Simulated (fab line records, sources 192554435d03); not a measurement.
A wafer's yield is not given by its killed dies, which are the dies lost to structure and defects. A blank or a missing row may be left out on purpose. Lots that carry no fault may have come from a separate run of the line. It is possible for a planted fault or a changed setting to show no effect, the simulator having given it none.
The same fault as seen by 2 desks + flow n5-finfet + each desk has only its own numbers; what lay behind them comes last

## THE TOOL OWNER'S DESK: ald-sin-01
The tool's own readings at N5_SDB_ALD_29 (deposits SiNx, target thk 30 nm, pulse time 1 s, ald cycles 600): means of the sampled wafers that have a number, for each lot that ran on this tool. Marked OUT: a lot whose mean sits more than 4 standard deviations from the usual mean, which makes it out of limits; the brackets give that distance.
Columns: A = heater-power-w at N5_SDB_ALD_29, usual 848 W; B = precursor-pulse-height-rel at N5_SDB_ALD_29, usual 1.000; C = susceptor-temp-C at N5_SDB_ALD_29, usual 400.01 C
| lot  | first seen here | A   | B     | C      |
|------|-----------------|-----|-------|--------|
| L490 | day 5 06:56     | 781 | 1.009 | 400.15 |
| L492 | day 5 22:11     | 811 | 1.018 | 400.06 |
| L493 | day 6 02:29     | 860 | 1.000 | 399.90 |
| L496 | day 6 17:37     | 791 | 1.013 | 400.19 |
Result from this desk: across the 4 lots, nothing is out of limits.

## THE METROLOGY DESK
What the gauges read for every lot (on any tool): the sampled wafers with a number, averaged. Marked OUT: a lot whose mean sits more than 4 standard deviations from the usual mean, which makes it out of limits; the brackets give that distance.
Columns: A = cd-nm at N5_PASSIVATION_CD_MEAS_44, usual 40000 nm
| lot  | first seen here | A     |
|------|-----------------|-------|
| L485 | day 12 16:23    | 40000 |
| L488 | day 13 02:02    | 40001 |
| L489 | day 13 07:48    | 40004 |
| L490 | day 13 12:05    | 39997 |
| L492 | day 13 22:47    | 40002 |
| L491 | day 14 01:52    | 40008 |
| L493 | day 14 23:14    | 39999 |
| L496 | day 15 01:35    | 40000 |
| L500 | day 16 04:35    | 39999 |
| L486 | day 17 20:55    | 40003 |
| L506 | day 19 14:50    | 40000 |
Result from this desk: across the 11 lots, nothing is out of limits.

## BROUGHT TOGETHER
The tool owner's desk saw nothing out of limits.
From the metrology desk's view, nothing was out of limits.

## WHAT HAD BEEN PUT IN BY THE SIMULATOR
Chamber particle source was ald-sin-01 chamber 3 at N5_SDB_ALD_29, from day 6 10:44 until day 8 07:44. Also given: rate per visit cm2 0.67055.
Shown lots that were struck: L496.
